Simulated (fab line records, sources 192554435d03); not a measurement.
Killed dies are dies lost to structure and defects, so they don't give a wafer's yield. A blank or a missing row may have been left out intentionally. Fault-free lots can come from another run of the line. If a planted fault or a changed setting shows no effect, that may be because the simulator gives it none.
Which tool was responsible? | flow n5 finfet | 8 lots, 24 wafers sampled, at 5 steps of a route of 1938

== WHAT THE GAUGES SHOWED, per wafer ==
N5_BEOL_M4_RC_MEAS_101. Usual: DIBL_N 37.1 mV/V, standard deviation 1.8; DIBL_P 37.2 mV/V, standard deviation 2.1; IOFF_N 0.17 nA/um, standard deviation 0.033; IOFF_P 0.22 nA/um, standard deviation 0.037; ION_N 680 uA/um, standard deviation 11; ION_P 464 uA/um, standard deviation 7.7; SS_N 71.7 mV/dec, standard deviation 0.63; SS_P 73.6 mV/dec, standard deviation 0.67; VT_N 248.9 mV, standard deviation 2.9; VT_P -251 mV, standard deviation 3.6.
lot  | measured     | on        | DIBL_N (mV/V)  | DIBL_P (mV/V)  | IOFF_N (nA/um) | IOFF_P (nA/um) | ION_N (uA/um) | ION_P (uA/um) | SS_N (mV/dec)  | SS_P (mV/dec)  | VT_N (mV)         | VT_P (mV)      | flag
L483 | day 9 10:14  | prober-02 | 36.0 37.9 35.0 | 36.5 39.2 35.4 | 0.17 0.21 0.15 | 0.24 0.29 0.21 | 691 684 684   | 468 471 469   | 71.0 71.7 70.8 | 73.2 74.4 73.2 | 248.1 245.2 249.1 | -247 -246 -249 |
L491 | day 11 19:04 | prober-02 | 39.2 37.0 38.2 | 40.1 38.1 39.8 | 0.20 0.16 0.20 | 0.23 0.19 0.23 | 673 679 686   | 452 458 465   | 72.7 71.3 72.0 | 74.4 74.2 74.5 | 249.5 249.1 248.2 | -252 -253 -250 |
L496 | day 12 22:01 | prober-01 | 36.6 35.4 39.7 | 36.0 34.3 38.6 | 0.15 0.13 0.21 | 0.20 0.18 0.24 | 673 687 671   | 461 472 455   | 71.4 71.3 72.8 | 73.1 73.1 73.6 | 251.9 251.6 248.7 | -249 -252 -250 |
L497 | day 12 22:56 | prober-01 | 33.3 34.7 34.8 | 35.1 36.7 38.0 | 0.13 0.14 0.15 | 0.18 0.21 0.23 | 675 682 678   | 461 465 470   | 70.6 70.8 71.7 | 73.1 72.9 74.3 | 252.0 249.0 249.5 | -251 -250 -248 |
L498 | day 13 19:06 | prober-02 | 37.3 38.2 41.6 | 37.1 37.8 41.5 | 0.17 0.20 0.29 | 0.22 0.24 0.31 | 703 677 701   | 478 462 477   | 72.3 71.6 72.4 | 73.7 74.4 75.2 | 246.6 245.7 241.5 | -249 -250 -244 |
L499 | day 14 01:49 | prober-02 | 35.7 35.8 37.6 | 35.8 34.0 37.0 | 0.15 0.15 0.17 | 0.21 0.19 0.22 | 669 673 674   | 465 461 468   | 71.6 72.0 72.0 | 73.1 72.5 73.2 | 250.2 251.8 251.1 | -251 -252 -249 |
L500 | day 14 06:01 | prober-01 | 38.4 37.4 37.3 | 37.9 36.2 35.7 | 0.20 0.18 0.17 | 0.24 0.22 0.21 | 695 678 666   | 469 461 461   | 72.2 72.0 71.5 | 74.3 73.4 73.1 | 243.4 247.8 249.1 | -249 -251 -252 |
L502 | day 14 13:47 | prober-02 | 40.8 35.2 37.1 | 40.8 34.0 36.9 | 0.27 0.13 0.18 | 0.34 0.20 0.25 | 703 677 679   | 477 463 467   | 73.1 72.0 71.7 | 74.0 72.0 73.6 | 242.1 251.3 248.0 | -241 -248 -244 |

== WHAT TOOL EACH LOT RAN ON (gives the tool, then ch and the chambers of the sampled wafers, and finally the start) ==
lot  | N5_BEOL_M0_SAQP_ETCH_73            | N5_BEOL_M0_SAQP_STRIP_75           | N5_BEOL_M0_CUTY_COAT_50           | N5_BEOL_M0_CUTY_ETCH_63
L483 | rie diel-02 ch 1,3, day 6 23:07    | rie diel-04 ch 0,1,3, day 6 23:58  | litho track-04 ch 0, day 7 00:01  | rie diel-05 ch 0,1,3, day 7 00:39
L491 | rie diel-04 ch 0,1,3, day 8 21:58  | rie diel-06 ch 2,3, day 9 00:46    | litho track-04 ch 0, day 9 00:49  | rie diel-03 ch 1,2,3, day 9 01:20
L496 | rie diel-06 ch 0,1, day 10 01:47   | rie diel-04 ch 0,1,3, day 10 03:01 | litho track-04 ch 0, day 10 03:04 | rie diel-03 ch 0,1,2, day 10 03:35
L497 | rie diel-06 ch 0,2,3, day 10 05:16 | rie diel-02 ch 1,2, day 10 06:11   | litho track-03 ch 0, day 10 06:14 | rie diel-01 ch 0,3, day 10 06:37
L498 | rie diel-06 ch 1,2,3, day 10 08:34 | rie diel-02 ch 0,2,3, day 10 09:31 | litho track-04 ch 0, day 10 09:34 | rie diel-05 ch 0,1,3, day 10 10:05
L499 | rie diel-04 ch 1,3, day 10 22:23   | rie diel-02 ch 0,3, day 10 23:21   | litho track-04 ch 0, day 10 23:23 | rie diel-03 ch 0,3, day 11 00:04
L500 | rie diel-04 ch 1,2,3, day 11 02:43 | rie diel-06 ch 0,1,3, day 11 03:34 | litho track-03 ch 0, day 11 03:37 | rie diel-03 ch 0,1,3, day 11 05:19
L502 | rie diel-02 ch 0,3, day 11 18:14   | rie diel-04 ch 0,2,3, day 11 19:15 | litho track-02 ch 0, day 11 19:17 | rie diel-03 ch 0,2,3, day 11 19:49
- N5_BEOL_M0_SAQP_ETCH_73: etches SiARC in CF4, target depth 19.5 nm, time 32.5 s.
- N5_BEOL_M0_SAQP_STRIP_75: strips in CF4.
- N5_BEOL_M0_CUTY_COAT_50: time 60 s, resist thk 15 nm.
- N5_BEOL_M0_CUTY_ETCH_63: etches SOC in N2/H2, target depth 82.7 nm, overetch 16.5 nm, time 124 s.

== AS READ BY THE TOOLS THEMSELVES (means over the sampled wafers that have a number; for cases with no such wafer, the mark the record gives instead) ==
N5_BEOL_M0_SAQP_ETCH_73. Usual: chamber pressure mTorr 40.00 mTorr, standard deviation 0.038; drypump motor current A 5.8 A, standard deviation 0.34; etch rf on time s 32.7 s, standard deviation 1; oes product au 0.68 a.u., standard deviation 0.088; rf vpp V 184.1 V, standard deviation 1.2; showerhead plenum p Torr 2.15 Torr, standard deviation 0.075; throttle valve pct 15.61 %, standard deviation 0.25.
lot  | tool        | chamber pressure mTorr (mTorr) | drypump motor current A (A) | etch rf on time s (s) | oes product au (a.u.) | rf vpp V (V) | showerhead plenum p Torr (Torr) | throttle valve pct (%) | flag
L483 | rie diel-02 | 40.00                          | 5.9                         | 33.1                  | 0.69                  | 183.8        | 2.16                            | 15.67                  |
L491 | rie diel-04 | 39.97                          | 5.9                         | 32.7                  | 0.62                  | 183.6        | 2.11                            | 15.72                  |
L496 | rie diel-06 | 40.01                          | 5.9                         | 31.8                  | 0.82                  | 185.8        | 2.25                            | 15.35                  |
L497 | rie diel-06 | 39.99                          | 5.9                         | 32.7                  | 0.69                  | 184.7        | 2.16                            | 15.49                  |
L498 | rie diel-06 | 40.00                          | 5.9                         | 32.8                  | 0.72                  | 184.3        | 2.19                            | 15.52                  |
L499 | rie diel-04 | 40.04                          | 5.7                         | 32.3                  | 0.61                  | 184.4        | 2.13                            | 15.73                  |
L500 | rie diel-04 | 40.03                          | 5.5                         | 31.9                  | 0.64                  | 185.0        | 2.18                            | 15.69                  |
L502 | rie diel-02 | 40.02                          | 6.1                         | 33.1                  | 0.68                  | 184.2        | 2.13                            | 15.66                  |

N5_BEOL_M0_SAQP_STRIP_75. Usual: chamber pressure mTorr 50.00 mTorr, standard deviation 0.042; drypump motor current A 5.9 A, standard deviation 0.35; oes product au 0.182 a.u., standard deviation 0.021; power w 300.0 W, standard deviation 0.81; rf vpp V 271.2 V, standard deviation 1.5; showerhead plenum p Torr 1.79 Torr, standard deviation 0.063; throttle valve pct 13.59 %, standard deviation 0.26.
lot  | tool        | chamber pressure mTorr (mTorr) | drypump motor current A (A) | oes product au (a.u.) | power w (W) | rf vpp V (V) | showerhead plenum p Torr (Torr) | throttle valve pct (%) | flag
L483 | rie diel-04 | 49.97                          | 5.8                         | 0.172                 | 299.6       | 270.5        | 1.76                            | 13.66                  |
L491 | rie diel-06 | 49.98                          | 5.9                         | 0.180                 | 298.9       | 271.4        | 1.82                            | 13.46                  |
L496 | rie diel-04 | 49.99                          | 5.9                         | 0.166                 | 299.9       | 271.1        | 1.76                            | 13.71                  |
L497 | rie diel-02 | 50.03                          | 5.7                         | 0.186                 | 299.3       | 271.1        | 1.80                            | 13.67                  |
L498 | rie diel-02 | 49.96                          | 5.9                         | 0.190                 | 300.4       | 270.5        | 1.78                            | 13.57                  |
L499 | rie diel-02 | 50.04                          | 6.1                         | 0.185                 | 300.9       | 271.2        | 1.78                            | 13.58                  |
L500 | rie diel-06 | 50.01                          | 5.9                         | 0.202                 | 300.4       | 271.4        | 1.82                            | 13.45                  |
L502 | rie diel-04 | 50.05                          | 5.7                         | 0.197                 | 299.9       | 272.4        | 1.87                            | 13.47                  |

N5_BEOL_M0_CUTY_COAT_50. Usual: spin speed rpm reads 1500.1 rpm (standard deviation 0.83).
lot  | tool           | spin speed rpm (rpm) | flag
L483 | litho track-04 | 1500.9               |
L491 | litho track-04 | 1500.4               |
L496 | litho track-04 | 1573.2               | OFF
L497 | litho track-03 | 1500.4               |
L498 | litho track-04 | 1572.7               | OFF
L499 | litho track-04 | 1573.5               | OFF
L500 | litho track-03 | 1499.0               |
L502 | litho track-02 | 1499.5               |

N5_BEOL_M0_CUTY_ETCH_63. Usual: chamber pressure mTorr 30.002 mTorr, standard deviation 0.027; drypump motor current A 5.5 A, standard deviation 0.54; oes product au 0.66 a.u., standard deviation 0.052; rf vpp V 525.6 V, standard deviation 2.5; showerhead plenum p Torr 2.60 Torr, standard deviation 0.084; throttle valve pct 17.88 %, standard deviation 0.097.
lot  | tool        | chamber pressure mTorr (mTorr) | drypump motor current A (A) | oes product au (a.u.) | rf vpp V (V) | showerhead plenum p Torr (Torr) | throttle valve pct (%) | flag
L483 | rie diel-05 | 29.983                         | 5.5                         | 0.70                  | 524.9        | 2.55                            | 17.89                  |
L491 | rie diel-03 | 30.023                         | 5.6                         | 0.61                  | 521.8        | 2.51                            | 18.05                  |
L496 | rie diel-03 | 30.012                         | 5.4                         | 0.63                  | 525.8        | 2.59                            | 17.98                  |
L497 | rie diel-01 | 29.999                         | 6.1                         | 0.62                  | 525.0        | 2.59                            | 17.82                  |
L498 | rie diel-05 | 30.028                         | 5.5                         | 0.68                  | 523.5        | 2.54                            | 17.93                  |
L499 | rie diel-03 | 29.995                         | 6.1                         | 0.74                  | 528.6        | 2.70                            | 17.84                  |
L500 | rie diel-03 | 30.008                         | 5.7                         | 0.68                  | 525.8        | 2.65                            | 17.91                  |
L502 | rie diel-03 | 29.992                         | 5.7                         | 0.66                  | 525.9        | 2.63                            | 17.96                  |

== THE ANSWER, worked out from the rows above alone ==
Rule: take the mean of a lot's wafers that have a number; if it is more than 3 standard deviations from the usual mean, the lot is off. A lot without any number at a reading at which 4 lots or more have one is off too. The other lots that the step has rows for count as sound. Order of review: gauges by route order, followed by the tools' own readings, for which a lot's mean as printed above is used. At the first step where some lot is off, the reading lying furthest off is the one used; lots without a number count as furthest.
Off: L496, L498, L499, at N5_BEOL_M0_CUTY_COAT_50 (spin speed rpm).
If a tool, at that step or one of the process steps before it, ran each lot that is off and ran no sound lot following the first of them, it fits. One fits: N5_BEOL_M0_CUTY_COAT_50 on litho track-04. A fault onset in the window from L491 (day 9 00:49, its last sound lot) to L496 (day 10 03:04, its first lot off) fits.
On the lots that are off, the tool's own readings at N5_BEOL_M0_CUTY_COAT_50 differ by more than 5 times the standard deviation of the sound lots' means, which bears it out; spin speed rpm reads 1573.1 rpm there versus 1500.0 rpm on the sound lots.

== WHAT WAS PUT IN BY THE SIMULATOR ==
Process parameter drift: litho track-04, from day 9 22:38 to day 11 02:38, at N5_BEOL_M0_CUTY_COAT_50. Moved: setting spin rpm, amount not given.
Shown lots that were struck: L496, L498, L499. Same finding as the rule above.
